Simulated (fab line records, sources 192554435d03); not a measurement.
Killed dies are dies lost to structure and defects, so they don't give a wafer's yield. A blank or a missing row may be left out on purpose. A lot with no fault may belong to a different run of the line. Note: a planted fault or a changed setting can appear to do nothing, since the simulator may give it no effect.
A lot that was struck, set against a sound lot || flow n5 finfet || 15 out of 1938 route steps
Sound: the wafers L650.1, L650.5, L650.6. Struck: wafer L645.2; the same lot's L645.4 was not struck, so it is left out; see the end for the cause.
For every step that has rows: the tool of each side, followed by ch and its chambers, followed by its first start. Under that, the readings that differ: sound wafers || struck wafers || difference of the means || sigmas: that difference in standard deviations of wafers without a fault.
alike: words and numbers the same on both sides, and readings whose means are apart by under 2 such deviations; not compared: readings that were withheld, readings missing a value for some wafer, numbers with overlapping values and no deviation given by the record, and bounds like >300 which may hide the same value.
The two part at a step that has a row with sigmas, a row that says differs or no value, or rows on one side only. Numbers that don't overlap but have no deviation are shown without sigmas and don't part them. Lack of a reading on every wafer of one side parts them only where that side has two or more wafers.

first, 3 steps without rows for these wafers: N5_BEOL_M9_EXPOSE_25 (exposes mask V8); N5_BEOL_M9_PEB_26 (peb time 60 s); N5_BEOL_M9_DEVELOP_27 (develop time 30 s).
N5_BEOL_M9_CD_MEAS_28 targets a cd of 70 nm.
  sound on cd sem-02 ch 0, day 14 21:35; struck on cd sem-02 ch 0, day 13 15:19
  alike: cd nm
N5_BEOL_M9_OVL_MEAS_29:
  sound on overlay-01 ch 0, day 14 21:37; struck on overlay-01 ch 0, day 13 15:22
  alike: V8_OVL
N5_BEOL_M9_INSPECT_30: inspects for defects (brightfield).
  sound: defect inspect-02 at day 14 21:41; struck: defect inspect-02 at day 13 15:25
  alike: raw defect count
N5_BEOL_M9_DESCUM_33: chemistry O2, time 7 s.
  sound on rie diel-06 ch 0,1, day 14 21:43; struck on rie diel-01 ch 1, day 13 15:27
{"reading": "drypump motor current A (A)", "sound": "6.8 6.7 6.5", "struck": 5.5, "difference": -1.2, "sigmas": -3}
  alike: oes product au, rf vpp V, showerhead plenum p Torr, temp c, throttle valve pct
  not compared: rf hours counter h
N5_BEOL_M9_ETCH_76: etches underlayer in N2/H2, target depth 6.5 nm, time 5.2 s.
  sound on rie diel-06 ch 0,1, day 14 21:45; struck on rie diel-01 ch 1, day 13 15:29
{"reading": "drypump motor current A (A)", "sound": "6.8 6.8 6.4", "struck": 5.5, "difference": -1.2, "sigmas": -3}
  alike: etch rf on time s, h2 flow sccm, oes product au, rf vpp V, showerhead plenum p Torr, throttle valve pct
  not compared: rf hours counter h
N5_BEOL_M9_ETCH_65: etches SiARC in CF4, target depth 15.6 nm, time 26 s.
  sound on rie diel-06 ch 0,1, day 14 21:46; struck on rie diel-01 ch 1, day 13 15:30
{"reading": "drypump motor current A (A)", "sound": "6.7 6.8 6.5", "struck": 5.5, "difference": -1.2, "sigmas": -3}
{"reading": "etch rf on time s (s)", "sound": "27.3 27.7 26.9", "struck": 25.8, "difference": -1.5, "sigmas": -2}
  alike: oes product au, rf vpp V, showerhead plenum p Torr, throttle valve pct
  not compared: rf hours counter h
N5_BEOL_M9_ETCH_66: etches SOC in N2/H2, target depth 80 nm, overetch 16 nm, time 120 s.
  sound on rie diel-06 ch 0,1, day 14 21:48; struck on rie diel-01 ch 1, day 13 15:32
{"reading": "drypump motor current A (A)", "sound": "6.8 6.8 6.5", "struck": 5.5, "difference": -1.2, "sigmas": -3}
  alike: h2 flow sccm, oes product au, rf vpp V, showerhead plenum p Torr, temp c, throttle valve pct
  not compared: rf hours counter h
then, 2 steps without rows for these wafers: N5_BEOL_M9_STRIP_69 (strips in N2/H2); N5_BEOL_M9_STRIP_77 (strips in N2/H2).
N5_BEOL_M9_VIA_ETCH_34: etches SiCOH lowk in C4F6/O2, target depth 182.4 nm, time 68.4 s.
  sound on rie diel-06 ch 0,1, day 14 21:54; struck on rie diel-01 ch 1, day 13 15:38
{"reading": "drypump motor current A (A)", "sound": "6.7 6.8 6.5", "struck": 5.5, "difference": -1.2, "sigmas": -3}
{"reading": "oes product au (a.u.)", "sound": "0.66 0.66 0.82", "struck": 0.93, "difference": "+0.22", "sigmas": "+2"}
{"reading": "model.etch.depth nm (nm)", "sound": "171.7 173.4 177.3", "struck": 275.5, "difference": "+101.4", "sigmas": ""}
{"reading": "model.SOC_of_BEOL_M9_COAT_63.thk nm (nm)", "sound": "51.4 51.4 51.4", "struck": 46.2, "difference": -5.2, "sigmas": ""}
  alike: oes_f_703_au, rf vpp V, showerhead plenum p Torr, throttle valve pct
  not compared: rf hours counter h
then, 2 steps without rows for these wafers: N5_BEOL_M9_STRIP_73 (strips in C4F6/O2); N5_PASSIVATION_PROBE_49.

WHERE THEY PART
First at N5_BEOL_M9_DESCUM_33; last, within this record, at N5_BEOL_M9_VIA_ETCH_34.

WHY: what the simulator had put in
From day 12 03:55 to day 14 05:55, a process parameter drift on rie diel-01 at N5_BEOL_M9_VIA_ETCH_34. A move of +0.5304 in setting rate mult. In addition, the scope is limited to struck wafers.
